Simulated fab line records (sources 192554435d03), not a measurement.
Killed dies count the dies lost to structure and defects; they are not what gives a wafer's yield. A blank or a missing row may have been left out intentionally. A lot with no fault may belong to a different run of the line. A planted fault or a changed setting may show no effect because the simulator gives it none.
Chamber matching | flow n5Finfet | cvdCo-01 running N5_BEOL_M5_PRE_CLEAN_77: 3 sister chambers
The step time 15 s. 6 wafers are shown with their chamber, then 7 later ones without.

== EACH WAFER AND ITS CHAMBER ==
wafer  | chamber | heaterPowerW (W)
L559.1 | 2       | 76
L559.5 | 1       | 110
L560.3 | 1       | 114
L560.5 | 0       | 68
L561.1 | 2       | 76
L561.5 | 0       | 67

== WAFERS WITHOUT THEIR CHAMBER ==
wafer  | heaterPowerW (W)
L561.6 | 75
L569.2 | 75
L569.4 | 71
L569.5 | 77
L571.2 | 67
L571.3 | 76
L571.6 | 70

== EACH ONE'S CHAMBER ==
wafer  | from the rows above     | in truth
L561.6 | 2                       | 2
L569.2 | 2                       | 2
L569.4 | can't be placed: 0 or 2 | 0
L569.5 | 2                       | 2
L571.2 | 0                       | 0
L571.3 | 2                       | 2
L571.6 | 0                       | 0
Correct placement for 6 of the 7. From these rows, 1 cannot be placed; in 1 the true chamber is one of the candidates. 0 placed wrongly.
How it was worked out, from the rows above alone: a wafer's distance from a chamber is the root of the sum, over the readings, of the square of ((its reading less the chamber's mean) divided by the reading's scatter). If the next closest chamber is less than 2 further off than the closest, the wafer can't be placed; otherwise it belongs to the closest. A chamber's mean is the mean of its shown wafers. The scatter is the square root of a quotient: the sum, over the shown wafers, of each reading's squared deviation from its chamber's mean, divided by wafers minus chambers.
